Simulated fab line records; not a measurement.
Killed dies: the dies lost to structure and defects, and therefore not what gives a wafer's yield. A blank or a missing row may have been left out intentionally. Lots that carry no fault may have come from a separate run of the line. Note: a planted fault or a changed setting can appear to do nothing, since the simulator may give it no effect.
Which of the tools did it? :: flow n5-finfet :: 10 lots with 30 wafers sampled at 5 steps, on a route of 1938 steps

WHAT THE GAUGES SHOWED, per wafer
N5_BEOL_M4_RC_MEAS_101.
lot: L327
measured: day 9 17:53
on: prober-01
DIBL_N (mV/V): 36.5 32.5 35.6
DIBL_P (mV/V): 36.8 32.0 36.5
IOFF_N (nA/um): 0.156 0.103 0.150
IOFF_P (nA/um): 0.193 0.136 0.190
ION_N (uA/um): 678 649 675
ION_P (uA/um): 461 447 466
SS_N (mV/dec): 72.2 70.9 71.2
SS_P (mV/dec): 73.0 71.8 74.1
VT_N (mV): 253 258 250
VT_P (mV): -252 -258 -254

lot: L329
measured: day 10 07:59
on: prober-02
DIBL_N (mV/V): 36.1 36.0 37.7
DIBL_P (mV/V): 36.4 36.0 37.8
IOFF_N (nA/um): 0.148 0.150 0.173
IOFF_P (nA/um): 0.197 0.196 0.228
ION_N (uA/um): 663 671 666
ION_P (uA/um): 452 462 457
SS_N (mV/dec): 71.0 71.1 72.4
SS_P (mV/dec): 73.3 73.4 74.0
VT_N (mV): 252 253 247
VT_P (mV): -252 -255 -250

lot: L332
measured: day 11 08:04
on: prober-02
DIBL_N (mV/V): 33.9 31.8 34.2
DIBL_P (mV/V): 32.9 31.0 33.7
IOFF_N (nA/um): 0.125 0.097 0.125
IOFF_P (nA/um): 0.150 0.135 0.157
ION_N (uA/um): 669 644 662
ION_P (uA/um): 448 443 453
SS_N (mV/dec): 71.4 69.8 71.0
SS_P (mV/dec): 72.4 72.2 72.5
VT_N (mV): 255 256 253
VT_P (mV): -255 -257 -254

lot: L333
measured: day 11 20:26
on: prober-02
DIBL_N (mV/V): 34.8 35.6 34.6
DIBL_P (mV/V): 34.4 35.2 33.4
IOFF_N (nA/um): 0.118 0.126 0.110
IOFF_P (nA/um): 0.165 0.167 0.152
ION_N (uA/um): 659 649 638
ION_P (uA/um): 450 448 445
SS_N (mV/dec): 70.4 71.1 70.9
SS_P (mV/dec): 72.9 72.2 72.4
VT_N (mV): 254 254 257
VT_P (mV): -255 -256 -259

lot: L335
measured: day 12 09:15
on: prober-01
DIBL_N (mV/V): 36.8 36.0 36.3
DIBL_P (mV/V): 35.8 34.6 36.0
IOFF_N (nA/um): 0.160 0.148 0.154
IOFF_P (nA/um): 0.220 0.216 0.232
ION_N (uA/um): 670 672 666
ION_P (uA/um): 466 463 463
SS_N (mV/dec): 71.6 71.1 71.7
SS_P (mV/dec): 73.3 73.3 73.3
VT_N (mV): 251 250 250
VT_P (mV): -246 -245 -246

lot: L342
measured: day 14 01:52
on: prober-02
DIBL_N (mV/V): 36.2 37.0 35.2
DIBL_P (mV/V): 37.5 36.5 35.8
IOFF_N (nA/um): 0.165 0.162 0.137
IOFF_P (nA/um): 0.234 0.206 0.201
ION_N (uA/um): 667 678 659
ION_P (uA/um): 458 464 459
SS_N (mV/dec): 71.4 71.6 71.2
SS_P (mV/dec): 74.2 73.9 73.3
VT_N (mV): 244 249 250
VT_P (mV): -247 -249 -250

lot: L346
measured: day 14 23:49
on: prober-01
DIBL_N (mV/V): 36.1 38.2 34.3
DIBL_P (mV/V): 35.1 36.6 31.9
IOFF_N (nA/um): 0.165 0.209 0.121
IOFF_P (nA/um): 0.231 0.262 0.186
ION_N (uA/um): 666 691 652
ION_P (uA/um): 467 470 458
SS_N (mV/dec): 71.9 71.8 70.9
SS_P (mV/dec): 72.7 73.3 72.6
VT_N (mV): 245 243 251
VT_P (mV): -246 -244 -251

lot: L347
measured: day 15 02:43
on: prober-01
DIBL_N (mV/V): 33.6 33.7 33.3
DIBL_P (mV/V): 33.6 32.3 32.0
IOFF_N (nA/um): 0.139 0.123 0.122
IOFF_P (nA/um): 0.173 0.147 0.149
ION_N (uA/um): 664 652 652
ION_P (uA/um): 454 452 445
SS_N (mV/dec): 70.7 70.9 70.9
SS_P (mV/dec): 72.6 71.9 72.5
VT_N (mV): 250 254 251
VT_P (mV): -253 -257 -256

lot: L348
measured: day 15 08:19
on: prober-01
DIBL_N (mV/V): 34.3 36.6 34.5
DIBL_P (mV/V): 34.8 37.6 35.9
IOFF_N (nA/um): 0.117 0.153 0.129
IOFF_P (nA/um): 0.170 0.217 0.184
ION_N (uA/um): 668 666 674
ION_P (uA/um): 463 458 463
SS_N (mV/dec): 70.9 71.9 71.3
SS_P (mV/dec): 73.4 73.2 73.1
VT_N (mV): 255 253 252
VT_P (mV): -253 -251 -253

lot: L349
measured: day 15 11:44
on: prober-02
DIBL_N (mV/V): 37.6 36.5 36.8
DIBL_P (mV/V): 35.2 35.3 36.0
IOFF_N (nA/um): 0.177 0.159 0.167
IOFF_P (nA/um): 0.217 0.212 0.225
ION_N (uA/um): 680 669 679
ION_P (uA/um): 463 461 464
SS_N (mV/dec): 71.3 70.4 71.2
SS_P (mV/dec): 73.9 72.7 73.7
VT_N (mV): 248 250 250
VT_P (mV): -248 -250 -252

WHICH TOOL RAN EACH LOT (tool, then ch and the chambers of the sampled wafers, then the start)
lot: L327
N5_BEOL_M1_STRIP_97: rie-diel-02 ch 0,2,3, day 6 14:04 or earlier
N5_BEOL_M1_SURFACE_TREAT_85: pvd-sputter-03, day 6 14:04
N5_BEOL_M1_CVD_47: cvd-co-01 ch 0,2, day 6 14:14
N5_BEOL_M1_SPUTTER_81: pvd-sputter-03, day 6 15:04

lot: L329
N5_BEOL_M1_STRIP_97: rie-diel-05 ch 1,2,3, day 7 04:46 or earlier
N5_BEOL_M1_SURFACE_TREAT_85: pvd-sputter-01, day 7 04:46
N5_BEOL_M1_CVD_47: cvd-co-01 ch 0,1,2, day 7 04:49
N5_BEOL_M1_SPUTTER_81: pvd-sputter-02, day 7 05:46

lot: L332
N5_BEOL_M1_STRIP_97: rie-diel-05 ch 0,2,3, day 7 23:37 or earlier
N5_BEOL_M1_SURFACE_TREAT_85: pvd-sputter-01, day 7 23:37
N5_BEOL_M1_CVD_47: cvd-co-01 ch 0,1, day 7 23:45
N5_BEOL_M1_SPUTTER_81: pvd-sputter-01, day 8 00:21

lot: L333
N5_BEOL_M1_STRIP_97: rie-diel-06 ch 0,1,2, day 8 11:31 or earlier
N5_BEOL_M1_SURFACE_TREAT_85: pvd-sputter-02, day 8 11:31
N5_BEOL_M1_CVD_47: cvd-co-01 ch 1,2, day 8 11:34
N5_BEOL_M1_SPUTTER_81: pvd-sputter-02, day 8 12:11

lot: L335
N5_BEOL_M1_STRIP_97: rie-diel-06 ch 0,1, day 8 20:56 or earlier
N5_BEOL_M1_SURFACE_TREAT_85: pvd-sputter-03, day 8 20:56
N5_BEOL_M1_CVD_47: cvd-co-01 ch 1,2, day 8 21:14
N5_BEOL_M1_SPUTTER_81: pvd-sputter-02, day 8 23:11

lot: L342
N5_BEOL_M1_STRIP_97: rie-diel-06 ch 0,3, day 10 08:18 or earlier
N5_BEOL_M1_SURFACE_TREAT_85: pvd-sputter-03, day 10 08:18
N5_BEOL_M1_CVD_47: cvd-co-02 ch 0,1,2, day 10 08:25
N5_BEOL_M1_SPUTTER_81: pvd-sputter-02, day 10 09:06

lot: L346
N5_BEOL_M1_STRIP_97: rie-diel-02 ch 0,1,3, day 11 04:59 or earlier
N5_BEOL_M1_SURFACE_TREAT_85: pvd-sputter-03, day 11 04:59
N5_BEOL_M1_CVD_47: cvd-co-02 ch 0,1,2, day 11 05:10
N5_BEOL_M1_SPUTTER_81: pvd-sputter-02, day 11 05:55

lot: L347
N5_BEOL_M1_STRIP_97: rie-diel-06 ch 0,2,3, day 11 13:00 or earlier
N5_BEOL_M1_SURFACE_TREAT_85: pvd-sputter-03, day 11 13:00
N5_BEOL_M1_CVD_47: cvd-co-01 ch 1,2, day 11 13:17
N5_BEOL_M1_SPUTTER_81: pvd-sputter-03, day 11 15:25

lot: L348
N5_BEOL_M1_STRIP_97: rie-diel-06 ch 2,3, day 11 17:13 or earlier
N5_BEOL_M1_SURFACE_TREAT_85: pvd-sputter-03, day 11 17:13
N5_BEOL_M1_CVD_47: cvd-co-02 ch 0,1, day 11 17:17
N5_BEOL_M1_SPUTTER_81: pvd-sputter-02, day 11 18:05

lot: L349
N5_BEOL_M1_STRIP_97: rie-diel-06 ch 0,1,3, day 12 05:28 or earlier
N5_BEOL_M1_SURFACE_TREAT_85: pvd-sputter-03, day 12 05:28
N5_BEOL_M1_CVD_47: cvd-co-01 ch 0,1, day 12 05:35
N5_BEOL_M1_SPUTTER_81: pvd-sputter-03, day 12 06:14
- N5_BEOL_M1_STRIP_97: strips in N2/H2, time 10 s.
- N5_BEOL_M1_SURFACE_TREAT_85
- N5_BEOL_M1_CVD_47: deposits Co from CCTBA/H2, target thk 3 nm, time 223.8 s.
- N5_BEOL_M1_SPUTTER_81: material Cu, target thk 4.5 nm, time 8.29 s.

WHAT THE TOOLS THEMSELVES READ (means of the sampled wafers that have a number; where no wafer has one, the mark that the record gives instead)
N5_BEOL_M1_STRIP_97.
lot: L327
tool: rie-diel-02
drypump-motor-current-A (A): 5.5
h2-flow-sccm (sccm): 200.1
oes-product-au (a.u.): 0.81
rf-vpp-V (V): 59.8
showerhead-plenum-p-Torr (Torr): 2.55
throttle-valve-pct (%): 23.80

lot: L329
tool: rie-diel-05
drypump-motor-current-A (A): 5.6
h2-flow-sccm (sccm): 199.7
oes-product-au (a.u.): 0.74
rf-vpp-V (V): 60.1
showerhead-plenum-p-Torr (Torr): 2.61
throttle-valve-pct (%): 23.85

lot: L332
tool: rie-diel-05
drypump-motor-current-A (A): 5.6
h2-flow-sccm (sccm): 199.9
oes-product-au (a.u.): 0.72
rf-vpp-V (V): 59.4
showerhead-plenum-p-Torr (Torr): 2.55
throttle-valve-pct (%): 23.86

lot: L333
tool: rie-diel-06
drypump-motor-current-A (A): 6.0
h2-flow-sccm (sccm): 200.0
oes-product-au (a.u.): 0.83
rf-vpp-V (V): 59.4
showerhead-plenum-p-Torr (Torr): 2.49
throttle-valve-pct (%): 23.80

lot: L335
tool: rie-diel-06
drypump-motor-current-A (A): 6.1
h2-flow-sccm (sccm): 200.0
oes-product-au (a.u.): 0.76
rf-vpp-V (V): 58.7
showerhead-plenum-p-Torr (Torr): 2.46
throttle-valve-pct (%): 23.86

lot: L342
tool: rie-diel-06
drypump-motor-current-A (A): 5.5
h2-flow-sccm (sccm): 200.3
oes-product-au (a.u.): 0.73
rf-vpp-V (V): 60.0
showerhead-plenum-p-Torr (Torr): 2.36
throttle-valve-pct (%): 23.85

lot: L346
tool: rie-diel-02
drypump-motor-current-A (A): 6.0
h2-flow-sccm (sccm): 200.8
oes-product-au (a.u.): 0.88
rf-vpp-V (V): 59.9
showerhead-plenum-p-Torr (Torr): 2.63
throttle-valve-pct (%): 23.74

lot: L347
tool: rie-diel-06
drypump-motor-current-A (A): 5.8
h2-flow-sccm (sccm): 200.5
oes-product-au (a.u.): 0.78
rf-vpp-V (V): 59.2
showerhead-plenum-p-Torr (Torr): 2.44
throttle-valve-pct (%): 23.81

lot: L348
tool: rie-diel-06
drypump-motor-current-A (A): 6.1
h2-flow-sccm (sccm): 200.5
oes-product-au (a.u.): 0.83
rf-vpp-V (V): 58.2
showerhead-plenum-p-Torr (Torr): 2.52
throttle-valve-pct (%): 23.75

lot: L349
tool: rie-diel-06
drypump-motor-current-A (A): 5.9
h2-flow-sccm (sccm): 199.9
oes-product-au (a.u.): 0.72
rf-vpp-V (V): 58.6
showerhead-plenum-p-Torr (Torr): 2.41
throttle-valve-pct (%): 23.87

N5_BEOL_M1_CVD_47.
lot: L327
tool: cvd-co-01
run-length-s (s): 247.6

lot: L329
tool: cvd-co-01
run-length-s (s): 247.1

lot: L332
tool: cvd-co-01
run-length-s (s): 108.2

lot: L333
tool: cvd-co-01
run-length-s (s): 107.7

lot: L335
tool: cvd-co-01
run-length-s (s): 107.5

lot: L342
tool: cvd-co-02
run-length-s (s): 246.7

lot: L346
tool: cvd-co-02
run-length-s (s): 247.1

lot: L347
tool: cvd-co-01
run-length-s (s): 247.3

lot: L348
tool: cvd-co-02
run-length-s (s): 246.5

lot: L349
tool: cvd-co-01
run-length-s (s): 247.6

N5_BEOL_M1_SPUTTER_81.
lot: L327
tool: pvd-sputter-03
chuck-gas-flow-sccm (sccm): 1.24
throttle-valve-pct (%): 30.1

lot: L329
tool: pvd-sputter-02
chuck-gas-flow-sccm (sccm): 1.28
throttle-valve-pct (%): 30.5

lot: L332
tool: pvd-sputter-01
chuck-gas-flow-sccm (sccm): 1.24
throttle-valve-pct (%): 30.2

lot: L333
tool: pvd-sputter-02
chuck-gas-flow-sccm (sccm): 1.29
throttle-valve-pct (%): 30.0

lot: L335
tool: pvd-sputter-02
chuck-gas-flow-sccm (sccm): 1.27
throttle-valve-pct (%): 31.0

lot: L342
tool: pvd-sputter-02
chuck-gas-flow-sccm (sccm): 1.24
throttle-valve-pct (%): 30.1

lot: L346
tool: pvd-sputter-02
chuck-gas-flow-sccm (sccm): 1.28
throttle-valve-pct (%): 30.4

lot: L347
tool: pvd-sputter-03
chuck-gas-flow-sccm (sccm): 1.31
throttle-valve-pct (%): 29.3

lot: L348
tool: pvd-sputter-02
chuck-gas-flow-sccm (sccm): 1.24
throttle-valve-pct (%): 30.5

lot: L349
tool: pvd-sputter-03
chuck-gas-flow-sccm (sccm): 1.21
throttle-valve-pct (%): 30.0

THE ANSWER, worked out from the rows above alone
Rule: usual is defined by the lots themselves. Put in order of their means at a reading, lots are off if they are a third of the lots or fewer, leave a main group of 4 or more, and stand apart from it by a gap of 3 or more times the standard deviation of the main group's means; of several such gaps the widest counts. A main group is skipped when, at the precision printed for the reading in the tables above, its means are all equal. Also off: a lot with no number at a reading for which 4 or more lots have one. All remaining lots with rows at the step are treated as sound. First the gauges in route order, then the tools' own readings, where a lot's mean is used as printed above. The first step at which some lot is off is used, and at that step the reading that is off furthest; a lot without a number counts as furthest.
Off: L332, L333, L335, at N5_BEOL_M1_CVD_47 (run-length-s). Main group: mean 247.1 s, sd 0.39.
A tool fits if, at that step or a process step before it, it ran every lot that is off, and no sound lot after the first of them. N5_BEOL_M1_STRIP_97: start missing for some lots; hours and lot order therefore follow N5_BEOL_M1_SURFACE_TREAT_85. No candidate that was tried fits.

WHAT THE SIMULATOR HAD PUT IN
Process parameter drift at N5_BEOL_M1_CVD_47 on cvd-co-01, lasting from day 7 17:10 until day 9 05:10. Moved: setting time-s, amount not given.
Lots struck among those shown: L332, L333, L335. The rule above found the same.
